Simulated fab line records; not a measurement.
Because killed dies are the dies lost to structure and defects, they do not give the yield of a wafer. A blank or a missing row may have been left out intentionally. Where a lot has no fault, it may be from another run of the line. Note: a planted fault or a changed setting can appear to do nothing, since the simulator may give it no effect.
Which tool was responsible?    flow nandHarc    13 lots, 39 wafers sampled, at 6 steps of a route of 1302

## WHAT THE GAUGES READ, wafer by wafer
NHARC_A_ONON_D2_THK_MEAS_05: measures by ellipsometry.
lot   measured      on            thkNm (nm)
L476  day 14 02:14  filmMetro-02  1001 1000 1002
L477  day 14 07:35  filmMetro-01  990 992 989
L479  day 14 21:04  filmMetro-02  984 982 983
L481  day 15 15:55  filmMetro-01  1004 1003 1003
L482  day 16 14:02  filmMetro-01  991 994 991
L485  day 18 06:02  filmMetro-02  994 994 995
L487  day 18 12:13  filmMetro-01  997 996 996
L488  day 19 03:25  filmMetro-02  994 994 994
L489  day 19 11:29  filmMetro-02  993 995 995
L491  day 20 08:58  filmMetro-02  987 988 990
L492  day 20 22:09  filmMetro-02  1000 998 999
L494  day 22 08:04  filmMetro-02  1001 1003 1001
L495  day 22 08:05  filmMetro-01  982 983 981

NHARC_A_ONON_D2_INSPECT_32.
lot   measured      on                rawDefectCount
L476  day 14 14:10  defectInspect-02  361 421 391
L477  day 14 19:58  defectInspect-02  628 634 620
L479  day 15 08:57  defectInspect-02  1465 1403 1412
L481  day 16 04:07  defectInspect-02  1619 2149 1819
L482  day 17 02:16  defectInspect-02  222 264 417
L485  day 18 17:55  defectInspect-02  622 532 450
L487  day 19 00:24  defectInspect-01  435 396 468
L488  day 19 17:45  defectInspect-01  567 555 517
L489  day 19 23:22  defectInspect-01  378 426 405
L491  day 20 21:13  defectInspect-02  325 352 449
L492  day 21 10:43  defectInspect-02  297 233 320
L494  day 22 20:09  defectInspect-02  478 252 258
L495  day 22 20:01  defectInspect-01  193 321 256

NHARC_END_SORT_01.
lot   measured      on         killedAtArray  killedAtOther  killedAtPeriphery  killedDies   killedOpen  killedShort
L476  day 25 23:07  prober-01  64 58 46       0 2 0          6 5 5              70 65 51     5 1 3       1 7 4
L479  day 26 18:14  prober-02  110 113 117    2 0 3          3 2 1              115 115 121  4 4 4       2 0 1
L481  day 27 12:02  prober-02  105 133 104    3 2 2          5 3 2              113 138 108  0 4 4       5 3 4
L482  day 28 11:38  prober-02  64 70 67       0 2 0          0 3 2              64 75 69     4 5 5       1 4 2
L485  day 29 15:41  prober-01  43 52 63       0 1 1          3 5 5              46 58 69     2 5 0       0 4 1

## WHAT TOOL EACH LOT RAN ON (gives the tool, then ch and the chambers of the sampled wafers, and finally the start)
lot   NHARC_A_ONON_D2_DEP_28           NHARC_A_ONON_D2_DEP_33           NHARC_A_CHANNEL_HOLE_D2_DEP_01
L476  pecvdOnon-04 ch 0, day 14 13:07  pecvd-03 ch 0,1, day 14 13:41    pecvd-02 ch 0,1,2, day 14 17:38
L477  pecvdOnon-04 ch 0, day 14 18:54  pecvd-01 ch 0,1,2, day 14 19:28  pecvd-02 ch 0,2, day 14 21:58
L479  pecvdOnon-04 ch 0, day 15 07:54  pecvd-04 ch 0,1,2, day 15 08:28  pecvd-01 ch 0,1,2, day 15 10:57
L481  pecvdOnon-04 ch 0, day 16 03:07  pecvd-01 ch 0,1,2, day 16 03:43  pecvd-01 ch 0,2, day 16 09:25
L482  pecvdOnon-02 ch 0, day 17 01:17  pecvd-01 ch 0,2, day 17 01:47    pecvd-01 ch 0,1, day 17 07:28
L485  pecvdOnon-03 ch 0, day 18 16:55  pecvd-04 ch 0,1,2, day 18 17:31  pecvd-02 ch 0,1,2, day 18 19:57
L487  pecvdOnon-03 ch 0, day 18 23:22  pecvd-03 ch 0,1,2, day 18 23:56  pecvd-01 ch 0,1,2, day 19 08:07
L488  pecvdOnon-02 ch 0, day 19 16:49  pecvd-01 ch 1,2, day 19 17:16    pecvd-03 ch 0,1,2, day 19 21:02
L489  pecvdOnon-04 ch 0, day 19 22:22  pecvd-03 ch 0,2, day 19 22:53    pecvd-01 ch 1,2, day 20 02:19
L491  pecvdOnon-03 ch 0, day 20 20:17  pecvd-03 ch 0,2, day 20 20:50    pecvd-02 ch 0,1,2, day 20 23:11
L492  pecvdOnon-03 ch 0, day 21 09:38  pecvd-04 ch 0,1,2, day 21 10:13  pecvd-02 ch 0,1, day 21 14:25
L494  pecvdOnon-03 ch 0, day 22 19:05  pecvd-01 ch 0,1, day 22 19:40    pecvd-01 ch 0,1, day 23 00:01
L495  pecvdOnon-02 ch 0, day 22 19:05  pecvd-03 ch 0,1,2, day 22 19:37  pecvd-03 ch 0,1,2, day 22 23:28
- NHARC_A_ONON_D2_DEP_28: target thk 1000 nm.
- NHARC_A_ONON_D2_DEP_33: deposits SiO2, target thk 200 nm.
- NHARC_A_CHANNEL_HOLE_D2_DEP_01: deposits SiON, target thk 140 nm.

## WHAT THE TOOLS THEMSELVES READ (means of the sampled wafers that have a number; where no wafer has one, the mark that the record gives instead)
NHARC_A_ONON_D2_DEP_28.
lot   tool          n2FlowSccm (sccm)
L476  pecvdOnon-04  2749
L477  pecvdOnon-04  2737
L479  pecvdOnon-04  2757
L481  pecvdOnon-04  2763
L482  pecvdOnon-02  2746
L485  pecvdOnon-03  2752
L487  pecvdOnon-03  2760
L488  pecvdOnon-02  2760
L489  pecvdOnon-04  2739
L491  pecvdOnon-03  2755
L492  pecvdOnon-03  2735
L494  pecvdOnon-03  2748
L495  pecvdOnon-02  2749

NHARC_A_ONON_D2_DEP_33.
lot   tool      heaterPowerOuterW (W)  heaterPowerW (W)  throttleValvePct (%)
L476  pecvd-03  316                    593               15.6
L477  pecvd-01  310                    543               16.5
L479  pecvd-04  304                    553               15.5
L481  pecvd-01  344                    596               16.3
L482  pecvd-01  296                    521               16.6
L485  pecvd-04  254                    494               15.8
L487  pecvd-03  313                    566               15.5
L488  pecvd-01  318                    564               16.5
L489  pecvd-03  263                    452               15.4
L491  pecvd-03  255                    447               15.5
L492  pecvd-04  316                    573               15.4
L494  pecvd-01  275                    495               16.0
L495  pecvd-03  311                    566               15.9

NHARC_A_CHANNEL_HOLE_D2_DEP_01.
lot   tool      heaterPowerOuterW (W)  heaterPowerW (W)
L476  pecvd-02  446                    737
L477  pecvd-02  423                    699
L479  pecvd-01  437                    725
L481  pecvd-01  484                    767
L482  pecvd-01  468                    739
L485  pecvd-02  417                    707
L487  pecvd-01  443                    722
L488  pecvd-03  470                    766
L489  pecvd-01  378                    637
L491  pecvd-02  452                    746
L492  pecvd-02  452                    743
L494  pecvd-01  465                    776
L495  pecvd-03  463                    753

## THE ANSWER, worked out from the rows above alone
Rule: the usual values come from the lots themselves. Put in order of their means at a reading, lots are off if they are a third of the lots or fewer, leave a main group of 4 or more, and stand apart from it by a gap of 3 or more times the standard deviation of the main group's means; of several such gaps the widest counts. If all means in a main group match to the digits the tables above print for the reading, that group is not used. A lot without any number at a reading at which 4 lots or more have one is off too. Where the step has rows for the other lots, those lots are counted as sound. Order of review: gauges by route order, followed by the tools' own readings, for which a lot's mean as printed above is used. At the first step where some lot is off, the reading lying furthest off is the one used; lots without a number count as furthest.
Off: L479, L481, at NHARC_A_ONON_D2_INSPECT_32 (rawDefectCount). For the main group the mean is 407 and the standard deviation 1.1e+02.
A tool fits if, at a process step before that reading, it ran every lot that is off, and no sound lot after the first of them. Gauges at NHARC_A_ONON_D2_INSPECT_32: tried the same way as those tools. Not one of the candidates tried fits.

## WHAT THE SIMULATOR PUT IN
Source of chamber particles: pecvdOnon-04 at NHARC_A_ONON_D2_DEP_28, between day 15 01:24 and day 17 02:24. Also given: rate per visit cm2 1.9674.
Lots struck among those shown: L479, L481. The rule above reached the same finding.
